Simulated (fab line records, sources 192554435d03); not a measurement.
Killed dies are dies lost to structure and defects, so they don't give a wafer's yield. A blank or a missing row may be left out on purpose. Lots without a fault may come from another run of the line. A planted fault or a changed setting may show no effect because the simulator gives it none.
Which tool did it? | flow n5_finfet | 21 lots, 63 wafers sampled, at 1 step of a route of 1938

WHAT THE GAUGES READ, wafer by wafer
N5_SD_ACTIVATION_INSPECT_02: inspects for defects (darkfield).
lot  | measured    | on                | raw_defect_count
L074 | day 3 11:40 | defect_inspect-02 | 218 167 127
L075 | day 3 19:42 | defect_inspect-02 | 186 182 136
L076 | day 4 00:17 | defect_inspect-02 | 179 197 181
L077 | day 4 05:07 | defect_inspect-02 | 144 124 190
L078 | day 4 10:01 | defect_inspect-02 | 176 221 235
L079 | day 4 19:16 | defect_inspect-02 | 159 165 112
L080 | day 4 23:45 | defect_inspect-02 | 195 136 167
L081 | day 5 07:17 | defect_inspect-02 | 107 176 122
L082 | day 5 14:19 | defect_inspect-02 | 151 161 159
L084 | day 6 00:37 | defect_inspect-02 | 204 207 168
L085 | day 6 06:23 | defect_inspect-01 | 127 106 121
L086 | day 6 10:20 | defect_inspect-02 | 202 224 181
L087 | day 6 16:41 | defect_inspect-01 | 159 154 122
L089 | day 7 03:32 | defect_inspect-02 | 199 213 184
L090 | day 7 10:01 | defect_inspect-02 | 251 282 218
L092 | day 7 22:41 | defect_inspect-02 | 182 180 179
L091 | day 8 00:47 | defect_inspect-02 | 163 200 158
L093 | day 8 05:32 | defect_inspect-02 | 148 236 190
L095 | day 8 17:38 | defect_inspect-02 | 154 227 219
L096 | day 9 00:32 | defect_inspect-01 | 132 128 185
L097 | day 9 04:56 | defect_inspect-01 | 174 208 257

WHICH TOOL RAN EACH LOT (tool, then ch and the chambers of the sampled wafers, then the start)
The record holds no process step before these readings.

WHAT THE TOOLS THEMSELVES READ (means of the sampled wafers that have a number; where no wafer has one, the mark that the record gives instead)
The record holds no such reading with a usual standard deviation.

THE ANSWER, worked out from the rows above alone
Rule: what is usual is taken from the lots themselves. Put in order of their means at a reading, lots are off if they are a third of the lots or fewer, leave a main group of 4 or more, and stand apart from it by a gap of 3 or more times the standard deviation of the main group's means; of several such gaps the widest counts. A main group whose means are all the same, to the digits that the tables above print for the reading, isn't used. A lot without any number at a reading at which 4 lots or more have one is off too. The other lots that the step has rows for count as sound. The gauges are gone through in route order, then the tools' own readings, and for those a lot's mean is taken as printed above. The first step at which some lot is off is used, and at that step the reading that is off furthest; a lot without a number counts as furthest.
No lot is off at any reading shown: from this, nothing can be told.

WHAT THE SIMULATOR HAD PUT IN
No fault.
